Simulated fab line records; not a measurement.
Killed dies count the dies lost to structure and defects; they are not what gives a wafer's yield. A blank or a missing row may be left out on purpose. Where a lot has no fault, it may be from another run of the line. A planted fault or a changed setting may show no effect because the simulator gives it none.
Split-lot experiment    flow n5-finfet    39 wafers read across 7 lots, on a route 1938 steps long

ABOUT THE SPLIT
At N5_DUMMY_GATE_ETCH_32 (etches SiO2 in CF4, target depth 3.5 nm, time 3.9 s), the setting time-s was moved away from the recipe's 3.9 s on 18 of the 39 wafers read, by +7.4% to +18.5%. For the rest of the wafers, this setting stayed at what the recipe calls for.

The reading comes from the split's own step.

THE READING
etch.depth-nm (the simulator's own value, which no gauge read), in nm, at N5_DUMMY_GATE_ETCH_32 (etches SiO2 in CF4, target depth 3.5 nm, time 3.9 s). No usual value for it is given in the file. Across the 21 wafers here that went through the recipe, the average is 3.496 nm and the standard deviation 0.039 nm.

wafer   tool, chamber at the split  time-s as run, s  against the recipe  etch.depth-nm, nm  against lot-mates on the recipe
L076.1  rie-si-01, 0                3.9               recipe              3.467              -
L076.2  rie-si-01, 1                4.62              +18.5%              4.122              +0.658
L076.3  rie-si-01, 3                3.9               recipe              3.49               -
L076.4  rie-si-01, 2                3.9               recipe              3.434              -
L076.5  rie-si-01, 3                4.62              +18.5%              4.101              +0.637
L076.6  rie-si-01, 2                4.62              +18.5%              4.079              +0.615
L081.1  rie-si-03, 2                4.233             +8.5%               3.695              +0.213
L081.2  rie-si-03, 0                3.9               recipe              3.482              -
L081.3  rie-si-03, 1                3.9               recipe              3.505              -
L081.4  rie-si-03, 3                4.233             +8.5%               3.796              +0.314
L081.5  rie-si-03, 1                4.233             +8.5%               3.841              +0.359
L081.6  rie-si-03, 0                3.9               recipe              3.458              -
L083.1  rie-si-03, 0                4.187             +7.4%               3.725              +0.213
L083.2  rie-si-03, 3                4.187             +7.4%               3.736              +0.224
L083.3  rie-si-03, 1                3.9               recipe              3.53               -
L083.4  rie-si-03, 0                3.9               recipe              3.52               -
L083.5  rie-si-03, 3                3.9               recipe              3.486              -
L083.6  rie-si-03, 1                4.187             +7.4%               3.815              +0.303
L085.1  rie-si-01, 3                4.356             +11.7%              3.911              +0.413
L085.2  rie-si-01, 2                3.9               recipe              3.446              -
L085.3  rie-si-01, 0                3.9               recipe              3.565              -
L085.4  rie-si-01, 1                4.356             +11.7%              3.908              +0.410
L085.5  rie-si-01, 3                3.9               recipe              3.484              -
L085.6  rie-si-01, 2                4.356             +11.7%              3.871              +0.373
L088.1  rie-si-01, 2                3.9               recipe              3.456              -
L088.2  rie-si-01, 0                4.348             +11.5%              3.929              +0.441
L088.3  rie-si-01, 1                4.348             +11.5%              3.908              +0.420
L088.4  rie-si-01, 3                4.348             +11.5%              3.898              +0.410
L088.5  rie-si-01, 3                3.9               recipe              3.486              -
L088.6  rie-si-01, 0                3.9               recipe              3.523              -
L095.1  rie-si-01, 2                3.9               recipe              3.448              -
L095.2  rie-si-01, 0                4.555             +16.8%              4.089              +0.610
L095.3  rie-si-01, 3                3.9               recipe              3.513              -
L095.4  rie-si-01, 1                4.555             +16.8%              4.062              +0.583
L095.5  rie-si-01, 0                4.555             +16.8%              4.093              +0.614
L095.6  rie-si-01, 3                3.9               recipe              3.477              -
L096.1  rie-si-04, 1                3.9               recipe              3.569              -
L096.2  rie-si-04, 0                3.9               recipe              3.509              -
L096.5  rie-si-04, 1                3.9               recipe              3.564              -

FIT RESULTS
A straight line over all 39 wafers: etch.depth-nm changes by +0.0341 nm for each +1% of time-s; r = +0.99; the points scatter about the line by 0.039 nm.
The same after taking each lot's own level away (the mean of its wafers on the recipe; 39 wafers): +0.0351 nm for each +1%; r = +0.99; scatter 0.033 nm.
Per that fit: largest time-s move, reading shift of 0.65 nm.
Across the lots, their own levels run from 3.4637 to 3.5473 nm, a range of 2.2 times the standard deviation given above.
The two slopes are in agreement: the lot-to-lot level therefore moves the slope only a little.
Check: for one of the wafers moved furthest among these (+18.5%), held out of the fit, the line's prediction against its lot-mates is +0.646 nm. Against them it came out at +0.658 nm.

THE OTHER SPLITS THESE WAFERS WENT THROUGH
Note: prior to the reading, these wafers also went through further splits. Each is held against what the fit with the lots' levels taken away leaves over:
other split on the same wafers  wafers away from the commonest value  r with etch.depth-nm (lot level and that fit taken away)
N5_FIN_SAQP_EXPOSE_13 dose-mj   15                                    +0.11
N5_FIN_SAQP_ETCH_65 time-s      12                                    +0.16

THE FILE'S OWN FIT
etch.depth-nm changes by +0.0351 nm for each +1% of time-s, r = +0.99.
